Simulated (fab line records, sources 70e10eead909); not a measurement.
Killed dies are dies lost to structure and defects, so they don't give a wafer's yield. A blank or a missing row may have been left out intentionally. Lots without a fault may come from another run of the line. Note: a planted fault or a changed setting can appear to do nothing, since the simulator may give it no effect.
Matching of chambers / flow nand-harc / NHARC_P_BONDPAD_STRIP_15 on rie-diel-10: 4 sister chambers
The step strips in O2. 7 wafers are shown with their chamber, then 9 later ones without.

## WAFERS WITH THEIR CHAMBER
wafer=L084.1; chamber=2; showerhead-plenum-p-Torr (Torr)=3.52; drypump-motor-current-A (A)=5.7
wafer=L084.3; chamber=0; showerhead-plenum-p-Torr (Torr)=3.75; drypump-motor-current-A (A)=5.7
wafer=L087.4; chamber=2; showerhead-plenum-p-Torr (Torr)=3.52; drypump-motor-current-A (A)=5.7
wafer=L087.6; chamber=3; showerhead-plenum-p-Torr (Torr)=3.77; drypump-motor-current-A (A)=5.4
wafer=L091.1; chamber=1; showerhead-plenum-p-Torr (Torr)=3.47; drypump-motor-current-A (A)=5.7
wafer=L091.2; chamber=3; showerhead-plenum-p-Torr (Torr)=3.77; drypump-motor-current-A (A)=5.4
wafer=L091.3; chamber=0; showerhead-plenum-p-Torr (Torr)=3.74; drypump-motor-current-A (A)=5.8

## WAFERS WITHOUT THEIR CHAMBER
wafer=L092.4; showerhead-plenum-p-Torr (Torr)=3.52; drypump-motor-current-A (A)=5.7
wafer=L092.5; showerhead-plenum-p-Torr (Torr)=3.52; drypump-motor-current-A (A)=5.7
wafer=L092.6; showerhead-plenum-p-Torr (Torr)=3.77; drypump-motor-current-A (A)=5.4
wafer=L095.3; showerhead-plenum-p-Torr (Torr)=3.77; drypump-motor-current-A (A)=5.4
wafer=L095.5; showerhead-plenum-p-Torr (Torr)=3.77; drypump-motor-current-A (A)=5.4
wafer=L095.6; showerhead-plenum-p-Torr (Torr)=3.52; drypump-motor-current-A (A)=5.7
wafer=L097.1; showerhead-plenum-p-Torr (Torr)=3.77; drypump-motor-current-A (A)=5.4
wafer=L097.2; showerhead-plenum-p-Torr (Torr)=3.74; drypump-motor-current-A (A)=5.8
wafer=L097.5; showerhead-plenum-p-Torr (Torr)=3.74; drypump-motor-current-A (A)=5.8

## CHAMBER TAKEN BY EACH
wafer=L092.4; from the rows above=2; in truth=2
wafer=L092.5; from the rows above=2; in truth=2
wafer=L092.6; from the rows above=3; in truth=3
wafer=L095.3; from the rows above=3; in truth=3
wafer=L095.5; from the rows above=3; in truth=3
wafer=L095.6; from the rows above=2; in truth=2
wafer=L097.1; from the rows above=3; in truth=3
wafer=L097.2; from the rows above=0; in truth=0
wafer=L097.5; from the rows above=0; in truth=0
9 of 9 placed correctly. Left unplaced by these rows: 0. Number placed wrongly: 0.
How it was worked out, from the rows above alone: a wafer's distance from a chamber is the root of the sum, over the readings, of the square of ((its reading less the chamber's mean) divided by the reading's scatter). If the next closest chamber is less than 2 further off than the closest, the wafer can't be placed; otherwise it belongs to the closest. Each chamber's mean is taken over the wafers shown for it. The scatter: take each reading less its chamber's mean, square it, sum over the shown wafers, divide by the number of wafers less the number of chambers, and take the root.
